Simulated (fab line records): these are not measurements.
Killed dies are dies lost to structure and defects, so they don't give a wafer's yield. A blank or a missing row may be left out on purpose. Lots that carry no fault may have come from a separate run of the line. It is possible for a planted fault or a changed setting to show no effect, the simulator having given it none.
Chamber matching | flow n5Finfet | uvCure-01 running N5_BEOL_M11_CURE_72: 3 sister chambers
The step cures SiCOH lowk, time 120 s. 14 wafers are shown with their chamber, then 6 later ones without.

## WAFERS, EACH WITH ITS CHAMBER
wafer  | chamber | runLengthS (s) | wafer_temp_C_max | lampPowerPct (%)
L571.2 | 0       | 178.5          | 371.8            | 52.22
L571.3 | 0       | 177.6          | 372.2            | 52.35
L571.5 | 0       | 177.5          | 371.7            | 52.31
L572.4 | 0       | 177.9          | 371.5            | 52.29
L572.5 | 0       | 177.7          | 371.6            | 52.31
L573.3 | 2       | 176.9          | 372.6            | 52.28
L573.5 | 2       | 177.2          | 373.1            | 52.24
L574.2 | 2       | 177.0          | 372.0            | 52.32
L574.3 | 2       | 177.4          | 371.9            | 52.34
L585.2 | 1       | 178.2          | 371.6            | 52.29
L585.4 | 1       | 177.5          | 372.2            | 52.30
L585.5 | 1       | 177.4          | 371.9            | 52.34
L588.4 | 1       | 181.4          | 371.7            | 52.22
L588.6 | 1       | 181.1          | 372.6            | 52.34

SIGNATURES (averages over the wafers above)
reading          | chamber 0 | chamber 1 | chamber 2 | scatter within a chamber
runLengthS       | 177.840   | 179.120   | 177.125   | 1.22
wafer_temp_C_max | 371.760   | 372.000   | 372.400   | 0.415
lampPowerPct     | 52.2960   | 52.2980   | 52.2950   | 0.0474
Rule: for a wafer and a chamber, the distance is found by dividing, reading by reading, the gap between the wafer's reading and the chamber's mean by the reading's scatter, squaring, summing and taking the root. The wafer belongs to the nearest chamber; if the next one is less than 2 further off, it can't be placed. The scatter: take each reading less its chamber's mean, square it, sum over the shown wafers, divide by the number of wafers less the number of chambers, and take the root.

## WAFERS WITHOUT THEIR CHAMBER
wafer  | runLengthS (s) | wafer_temp_C_max | lampPowerPct (%)
L592.3 | 177.8          | 372.0            | 52.30
L592.5 | 177.4          | 372.1            | 52.31
L592.6 | 177.8          | 371.8            | 52.26
L591.1 | 177.5          | 371.9            | 52.33
L591.4 | 177.5          | 371.5            | 52.36
L591.5 | 177.8          | 371.7            | 52.30

## EACH ONE'S CHAMBER
wafer  | from the rows above          | in truth
L592.3 | can't be placed: 0 or 1 or 2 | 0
L592.5 | can't be placed: 2 or 0 or 1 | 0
L592.6 | can't be placed: 0 or 1 or 2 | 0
L591.1 | can't be placed: 0 or 2 or 1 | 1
L591.4 | can't be placed: 0 or 1 or 2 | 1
L591.5 | can't be placed: 0 or 1 or 2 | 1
Correct placement for 0 of the 6. Cannot be placed on the basis of these rows: 6; the candidates contain the true chamber in 6. Wrongly placed: 0.
